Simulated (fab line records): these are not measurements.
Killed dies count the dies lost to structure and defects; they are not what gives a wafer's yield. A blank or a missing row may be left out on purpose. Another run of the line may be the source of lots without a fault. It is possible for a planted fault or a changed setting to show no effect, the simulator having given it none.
Chamber matching + flow n5_finfet + N5_BEOL_M11_ETCH_66 on rie_diel-02 has 4 sister chambers
The step etches SOC in N2/H2, target depth 120 nm, overetch 24 nm, time 180 s. 4 wafers are shown with their chamber, then 7 later ones without.

## WAFERS WITH THEIR CHAMBER
| wafer  | chamber | drypump_motor_current_A (A) |
|--------|---------|-----------------------------|
| L077.6 | 3       | 5.8                         |
| L085.4 | 2       | 5.6                         |
| L091.1 | 1       | 5.9                         |
| L091.2 | 0       | 5.8                         |

## WAFERS WITHOUT THEIR CHAMBER
| wafer  | drypump_motor_current_A (A) |
|--------|-----------------------------|
| L091.6 | 5.8                         |
| L093.1 | 5.6                         |
| L093.3 | 5.9                         |
| L093.4 | 5.6                         |
| L095.4 | 5.7                         |
| L095.5 | 5.8                         |
| L095.6 | 5.8                         |

## WHICH CHAMBER EACH WENT THROUGH
| wafer  | from the rows above          | in truth |
|--------|------------------------------|----------|
| L091.6 | can't be placed: 0 or 3      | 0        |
| L093.1 | 2                            | 2        |
| L093.3 | 1                            | 1        |
| L093.4 | 2                            | 2        |
| L095.4 | can't be placed: 0 or 3 or 2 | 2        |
| L095.5 | can't be placed: 0 or 3      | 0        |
| L095.6 | can't be placed: 0 or 3      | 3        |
Correctly placed: 3 of 7. From these rows, 4 cannot be placed; in 4 the true chamber is one of the candidates. Number placed wrongly: 0.
How it was worked out, from the rows above alone: a wafer's distance from a chamber is the root of the sum, over the readings, of the square of ((its reading less the chamber's mean) divided by the reading's scatter). The wafer belongs to the nearest chamber; if the next one is less than 2 further off, it can't be placed. Each chamber's mean is taken over the wafers shown for it. The scatter: with one shown wafer a chamber, the root of the mean of the squares of how far each hidden wafer lies from its nearest shown one.
